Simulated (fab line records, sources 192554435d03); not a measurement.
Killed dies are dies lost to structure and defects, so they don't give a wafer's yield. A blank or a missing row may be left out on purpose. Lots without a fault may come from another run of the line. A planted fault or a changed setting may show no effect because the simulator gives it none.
fab line records | flow n5_finfet
record lots=9 wafers=25 last_day=17
route steps=1938 shown PMOS_HMC_CHANNEL_EPI@73 FIN_SAQP@98 BEOL_M4@1111
lots that met no fault: from a run of the same line without faults
start_h: hours from the record's first day to the start of the lot's first wafer shown | wait_h: hours since the lot's step before | " the same as in the row above | L1.1+2: a row that stands for several wafers | - no value, or no start given | * or withheld: withheld | < > ~ a bound
route shown NAME@n: a module of which the file shows steps, and the number in the route of the first | usual: mean/standard deviation of fault-free wafers | same: alike in all rows | chamber/n: place in a boat | sites: the reading at each site | _std_site: their standard deviation | _edge_site: outer sites' mean less inner sites' | radius_mm: how far each site lies from the wafer's centre | mask NAME#n: copy n | behind: the tool/chamber that last shaped the wafer | hold: why the lot was held/for how many hours/how that ended | device: the transistor (n, p or np) that didn't switch | end of line: the same wafers' tests at the end of the route | a step without rows: its recipe alone | killed: dies lost to structure and defects at the first sort, not the wafer's yield | map: a wafer's dies, x killed, . not, _ none there
set.NAME: the setting as run; set.NAME@STEP: as run at that earlier step | model.NAME: the simulator's own value behind a step, which no gauge read
steps of the route over a sample of lots; a table a step, a row a wafer
services: from which hour (start_h, from the record's first day; less than 0 if before it) a tool's chamber was out of use, for how many hours, and why
## steps
# step N5_PMOS_HMC_CHANNEL_EPI_ETCH_38
# recipe chemistry=CF4 target=SiO2 target_depth_a=15 ion_energy_ev=350 pressure_mtorr=10 icp_w=800 bias_w=400 cf4_flow_sccm=80
# usual cf4_flow_sccm=80.01/0.22 chamber_pressure_mTorr=9.999/0.0091 drypump_motor_current_A=5.8/0.34 oes_product_au=1.005/0.018 throttle_valve_pct=21.69/0.22
# columns lot.wafer tool chamber start_h wait_h cf4_flow_sccm chamber_pressure_mTorr drypump_motor_current_A oes_product_au rf_hours_counter_h throttle_valve_pct
L154.1 rie_si-05 2 23.63 0.0 79.71 10.003 5.9 1.029 93 21.77
L154.3 " 1 " " 79.75 9.995 5.4 0.990 127 22.05
L154.5 " 1 " " 79.76 9.997 5.4 0.996 - 22.04
L155.2 rie_si-02 1 30.37 0.0 79.70 10.003 5.6 0.991 71 21.79
L155.3 " 0 " " 80.54 9.992 5.6 0.969 55 21.35
L155.5 " 3 " " 79.70 9.999 5.2 1.016 - 21.75
L158.2 rie_si-05 0 47.88 0.0 80.07 10.009 5.9 1.029 26 21.60
L158.3 " 3 " " 80.48 10.007 6.1 0.986 83 22.06
L158.6 " 0 " " 80.14 9.993 5.9 1.027 - 21.59
L160.1 rie_si-02 3 59.86 0.0 80.36 10.001 5.2 1.028 12 21.77
L160.3 " 2 " " 80.20 9.996 6.3 1.005 31 21.68
L160.6 " 2 " " 79.75 9.992 6.4 1.002 - 21.66
L167.2 rie_si-02 3 101.93 0.0 80.24 10.011 5.2 1.017 13 21.75
L167.5 " 1 " " 79.70 10.007 5.7 0.997 - 21.79
L168.5 rie_si-05 2 108.62 0.0 79.72 9.987 5.8 1.039 - 21.75
L168.6 " 3 " " 80.47 10.005 6.1 0.983 - 22.06
L170.1 rie_si-05 0 120.00 0.0 80.34 10.008 5.9 1.027 28 21.59
L170.3 " 2 " " 80.02 10.001 5.9 1.021 95 21.75
L170.5 " 0 " " 79.96 9.987 5.9 1.038 - 21.57
L172.1 rie_si-06 3 131.69 0.0 79.99 10.001 6.2 1.004 3 21.34
L172.4 " 0 " " 79.95 9.993 6.0 1.003 51 21.52
L172.5 " 0 " " 79.56 10.006 6.0 1.000 - 21.52
L174.1 rie_si-02 1 144.19 0.0 79.69 9.990 5.6 1.007 73 21.80
L174.2 " 3 " " 79.92 10.000 5.3 1.021 14 21.77
L174.4 " 0 " " 80.01 9.990 5.6 0.976 56 21.36
# step N5_PMOS_HMC_CHANNEL_EPI_INSPECT_30
# recipe inspect_instrument=darkfield mode=post_epi
# usual raw_defect_count=18/6.7
# columns lot.wafer tool chamber start_h wait_h raw_defect_count
L154.1 defect_inspect-01 - 26.06 0.0 13
L154.3 " - " " 6
L154.5 " - " " 8
L155.2 defect_inspect-01 - 32.77 0.0 12
L155.3 " - " " 20
L155.5 " - " " 21
L158.2 defect_inspect-01 - 51.28 0.0 17
L158.3 " - " " 11
L158.6 " - " " 12
L160.1 defect_inspect-01 - 62.40 0.0 18
L160.3 " - " " 11
L160.6 " - " " 8
L167.2 defect_inspect-01 - 104.64 0.0 25
L167.5 " - " " 17
L168.5 defect_inspect-01 - 111.32 0.0 13
L168.6 " - " " 12
L170.1 defect_inspect-01 - 122.73 0.0 19
L170.3 " - " " 15
L170.5 " - " " 12
L172.1 defect_inspect-02 - 134.50 0.0 18
L172.4 " - " " 12
L172.5 " - " " 20
L174.1 defect_inspect-01 - 146.61 0.0 20
L174.2 " - " " 21
L174.4 " - " " 16
# step N5_FIN_SAQP_PECVD_47
# recipe material=a-Si target_thk_a=450 temp_c=400 precursor=SiH4/He pressure_torr=3 rf_w=100 time_s=36.3
# usual heater_power_w=819/66 run_length_s=72.8/0.79 showerhead_plenum_p_Torr=5.65/0.046 showerhead_vpp_V=622/19 throttle_valve_pct=17.9/0.83
# columns lot.wafer tool chamber start_h wait_h heater_power_w run_length_s showerhead_plenum_p_Torr showerhead_vpp_V throttle_valve_pct
L154.1 pecvd-04 2 26.73 0.0 816 71.8 5.68 624 17.7
L154.3 " 0 " " 885 71.6 5.66 629 17.0
L154.5 " 2 " " 827 72.2 5.69 627 17.7
L155.2 pecvd-01 1 33.43 0.0 947 72.4 5.60 631 17.4
L155.3 " 0 " " 863 72.0 5.59 608 18.0
L155.5 " 2 " " 940 72.5 5.65 619 16.8
L158.2 pecvd-04 2 51.95 0.0 796 72.2 5.68 628 17.6
L158.3 " 0 " " 820 72.1 5.66 637 16.8
L158.6 " 1 " " 804 73.6 5.72 608 19.3
L160.1 pecvd-01 1 63.23 0.0 883 72.2 5.59 647 17.7
L160.3 " 0 " " 794 72.2 5.59 600 18.1
L160.6 " 0 " " 797 72.0 5.60 589 18.2
L167.2 pecvd-04 2 106.09 0.0 749 72.1 5.68 631 17.3
L167.5 " 0 " " 883 61.6 5.65 632 17.0
L168.5 pecvd-04 1 113.19 0.1 701 62.6 5.72 618 19.2
L168.6 " 0 " " 825 71.6 5.65 628 16.6
L170.1 pecvd-01 2 123.49 0.0 865 72.6 5.64 617 16.7
L170.3 " 1 " " 874 72.8 5.59 646 17.7
L170.5 " 2 " " 886 72.5 5.65 623 16.7
L172.1 pecvd-02 1 135.55 0.0 843 73.8 5.68 632 18.8
L172.4 " 0 " " 858 74.0 5.70 594 18.3
L172.5 " 0 " " 879 74.3 5.70 589 18.4
L174.1 pecvd-01 1 147.68 0.0 920 72.8 5.59 648 17.5
L174.2 " 2 " " 824 72.2 5.64 610 16.5
L174.4 " 1 " " 923 72.6 5.59 653 17.8
# step N5_FIN_SAQP_HM_DEP_72
# recipe material=SiO2 target_thk_a=120 temp_c=400 precursor=SiH4/N2O pressure_torr=0.75 rf_w=275 time_s=7.2
# usual heater_power_w=751/71 showerhead_plenum_p_Torr=8.10/0.12 showerhead_vpp_V=1033/33
# columns lot.wafer tool chamber start_h wait_h heater_power_w showerhead_plenum_p_Torr showerhead_vpp_V
L154.1 pecvd-02 0 26.93 0.0 780 8.23 975
L154.3 " 1 " " 747 8.12 1042
L154.5 " 0 " " 768 8.25 969
L155.2 pecvd-02 0 33.64 0.0 725 8.27 959
L155.3 " 1 " " 642 8.13 1039
L155.5 " 0 " " 731 8.25 984
L158.2 pecvd-02 1 52.16 0.0 710 8.13 1046
L158.3 " 2 " " 692 7.95 1089
L158.6 " 2 " " 684 7.92 1077
L160.1 pecvd-02 2 63.44 0.0 668 7.92 1057
L160.3 " 1 " " 747 8.10 1040
L160.6 " 2 " " 671 7.93 1063
L167.2 pecvd-01 2 106.29 0.0 808 8.09 1020
L167.5 " 2 " " 807 8.09 1025
L168.5 pecvd-04 2 113.40 0.1 744 8.19 1043
L168.6 " 1 " " 753 8.27 1005
L170.1 pecvd-01 1 123.70 0.0 848 7.94 1064
L170.3 " 2 " " 843 8.10 1030
L170.5 " 2 " " 849 8.09 1025
L172.1 pecvd-04 0 135.82 0.0 746 8.13 1047
L172.4 " 2 " " 717 8.19 1019
L172.5 " 0 " " 714 8.10 1025
L174.1 pecvd-02 2 147.95 0.0 649 7.94 1063
L174.2 " 1 " " 706 8.13 1051
L174.4 " 0 " " 796 8.26 963
# step N5_FIN_SAQP_MANDREL_ETCH_58
# recipe chemistry=HBr/Cl2 target=a-Si target_depth_a=450 bt_time_s=10 stop_on=SiNx mask_material=SiO2 over_etch_frac=0.8 time_s=27 pressure_mtorr=10 icp_w=800 bias_w=75 HBr_flow_sccm=150 Cl2_flow_sccm=80 ends=end_point
# usual chamber_pressure_mTorr=10.000/0.011 drypump_motor_current_A=5.48/0.29 oes_product_au=0.690/0.013 throttle_valve_pct=35.5/0.34
# same over_etch_frac=0.8
# columns lot.wafer tool chamber start_h wait_h chamber_pressure_mTorr drypump_motor_current_A oes_product_au rf_hours_counter_h throttle_valve_pct
L154.1 rie_si-03 1 30.00 0.0 9.991 5.18 0.687 32 35.4
L154.3 " 2 " " 10.005 5.54 0.683 64 34.9
L154.5 " 1 " " 10.005 5.20 0.694 - 35.3
L155.2 rie_si-03 1 36.54 0.0 10.013 5.18 0.685 32 35.3
L155.3 " 3 " " 9.998 5.09 0.680 174 35.7
L155.5 " 0 " " 10.014 5.98 0.683 - 36.0
L158.2 rie_si-04 0 54.86 0.0 10.010 5.16 0.675 66 35.3
L158.3 " 3 " " 9.991 5.50 0.698 76 35.8
L158.6 " 1 " " 9.937 5.31 0.699 - 35.8
L160.1 rie_si-01 1 66.86 0.0 10.000 5.51 0.675 156 35.8
L160.3 " 2 " " 9.998 5.76 0.720 147 35.4
L160.6 " 2 " " 10.003 5.75 0.721 - 35.4
L167.2 rie_si-01 0 109.42 0.0 10.005 5.73 0.706 134 35.7
L167.5 " 0 " " 9.992 5.71 0.590 - 35.9
L168.5 rie_si-04 3 116.44 0.0 10.014 5.53 0.591 - 36.0
L168.6 " 0 " " 9.997 5.15 0.688 - 35.3
L170.1 rie_si-03 1 127.73 0.0 9.998 5.20 0.689 34 35.3
L170.3 " 3 " " 10.002 5.12 0.673 176 35.7
L170.5 " 3 " " 9.983 5.10 0.676 - 35.7
L172.1 rie_si-01 0 139.24 0.0 10.002 5.74 0.695 134 35.7
L172.4 " 3 " " 10.000 5.39 0.682 97 35.2
L172.5 " 0 " " 9.983 5.74 0.710 - 35.7
L174.1 rie_si-01 0 151.96 0.0 10.007 5.75 0.693 134 35.7
L174.2 " 3 " " 9.971 5.40 0.660 97 35.3
L174.4 " 1 " " 10.016 5.47 0.687 157 35.8
# step N5_BEOL_M4_RC_MEAS_101
# usual DIBL_N=35.9/1.8 DIBL_P=36.2/2 IOFF_N=0.16/0.031 IOFF_P=0.22/0.041 ION_N=676/11 ION_P=465/8.5 SS_N=71.4/0.64 SS_P=73.2/0.7 VT_N=250/3.5 VT_P=-250/3.9
# columns lot.wafer tool chamber start_h wait_h DIBL_N[mV/V] DIBL_P[mV/V] IOFF_N[nA/um] IOFF_P[nA/um] ION_N[uA/um] ION_P[uA/um] SS_N[mV/dec] SS_P[mV/dec] VT_N[mV] VT_P[mV]
L154.1 prober-02 0 172.36 0.0 35.3 37.7 0.15 0.21 681 472 70.8 73.5 250 -250
L154.3 " 0 " " 34.0 35.3 0.13 0.18 657 456 70.9 73.1 253 -252
L154.5 " 0 " " 35.9 37.8 0.16 0.22 688 467 70.8 73.5 251 -249
L155.2 prober-02 0 182.35 0.2 36.6 35.9 0.17 0.19 673 449 71.5 73.4 250 -251
L155.3 " 0 " " 33.5 32.5 0.11 0.15 657 450 70.8 71.8 252 -254
L155.5 " 0 " " 35.1 35.4 0.15 0.18 676 457 71.1 72.0 250 -251
L160.1 prober-01 0 214.18 0.0 34.1 32.5 0.12 0.19 672 468 71.3 72.5 253 -250
L160.3 " 0 " " 36.5 35.7 0.17 0.24 682 464 71.4 73.8 247 -247
L160.6 " 0 " " 36.3 35.0 0.16 0.22 675 459 71.6 72.7 249 -247
L158.2 prober-02 0 214.88 0.2 35.2 35.6 0.13 0.18 658 448 72.0 73.5 252 -258
L158.3 " 0 " " 36.6 37.7 0.16 0.22 671 462 72.2 73.9 248 -254
L158.6 " 0 " " 34.1 34.7 0.12 0.16 672 462 71.5 73.3 252 -255
L167.2 prober-01 0 257.36 0.2 37.3 37.5 0.20 0.28 706 476 71.2 74.2 243 -247
L167.5 " 0 " " 35.6 35.1 0.16 0.22 682 470 70.9 73.6 246 -251
L168.5 prober-01 0 260.48 0.6 34.8 35.6 0.13 0.16 676 458 71.0 72.3 254 -256
L168.6 " 0 " " 35.6 35.4 0.14 0.17 678 455 71.6 72.6 252 -256
L170.1 prober-01 0 269.86 0.0 37.3 38.5 0.21 0.24 689 464 72.4 74.3 245 -249
L170.3 " 0 " " 36.9 37.9 0.20 0.23 689 468 71.9 74.2 244 -251
L170.5 " 0 " " 38.6 39.0 0.22 0.24 691 463 71.9 74.4 246 -250
L172.1 prober-01 0 290.67 0.0 38.3 40.2 0.22 0.28 679 470 72.5 74.3 247 -245
L172.4 " 0 " " 38.3 39.0 0.20 0.26 685 476 72.2 73.0 246 -246
L172.5 " 0 " " 37.5 37.9 0.18 0.24 678 464 72.2 73.7 248 -247
L174.1 prober-01 0 303.26 0.0 36.2 34.7 0.17 0.22 680 459 71.8 73.0 247 -251
L174.2 " 0 " " 34.7 33.7 0.14 0.20 669 466 71.2 72.9 249 -251
L174.4 " 0 " " 34.8 33.1 0.15 0.19 662 458 71.2 71.8 250 -250
## services
# columns tool chamber start_h hours kind
rie_si-03 3 5.43 5.1 repair
pecvd-02 - 11.97 1.9 repair
pecvd-04 - 15.31 4.5 repair
pecvd-01 - 23.09 0.5 repair
rie_si-04 - 26.09 28.1 pm
rie_si-06 - 28.45 2.8 pm
rie_si-06 - 45.60 5.3 repair
pecvd-01 - 47.42 2.8 pm
rie_si-01 2 64.85 0.9 repair
rie_si-05 3 70.34 8.0 repair
rie_si-02 - 74.78 2.8 pm
pecvd-04 0 88.82 5.5 scheduled_down
pecvd-02 0 93.37 2.1 scheduled_down
pecvd-02 0 108.36 12.0 repair
pecvd-02 2 119.90 5.5 scheduled_down
pecvd-04 1 127.87 2.1 scheduled_down
pecvd-01 0 131.73 - clean
pecvd-01 0 131.73 29.5 scheduled_down
pecvd-01 0 131.73 29.5 vent_cycle
pecvd-02 2 133.82 2.1 scheduled_down
pecvd-04 0 150.36 2.1 scheduled_down
## key
first_sign step=N5_FIN_SAQP_PECVD_47 reading=run_length_s direction=down sigmas=14 usual=* struck=*
effect step=N5_FIN_SAQP_MANDREL_ETCH_58 reading=oes_product_au direction=down sigmas=7.5 usual=0.690 struck=0.590
met_at N5_FIN_SAQP_PECVD_47
struck_lots L167,L168
struck_wafers L167.5,L168.5
not_acting_at N5_PMOS_HMC_CHANNEL_EPI_ETCH_38,N5_PMOS_HMC_CHANNEL_EPI_INSPECT_30,N5_FIN_SAQP_HM_DEP_72
onset_between 51.95 106.09
fault kind=process_parameter_drift tool=pecvd-04 chamber=- onset_h=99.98 steps=N5_FIN_SAQP_PECVD_47 channel=time_s offset=* shape=step end_h=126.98 scope=struck_wafers_only acts_in=* stated=*
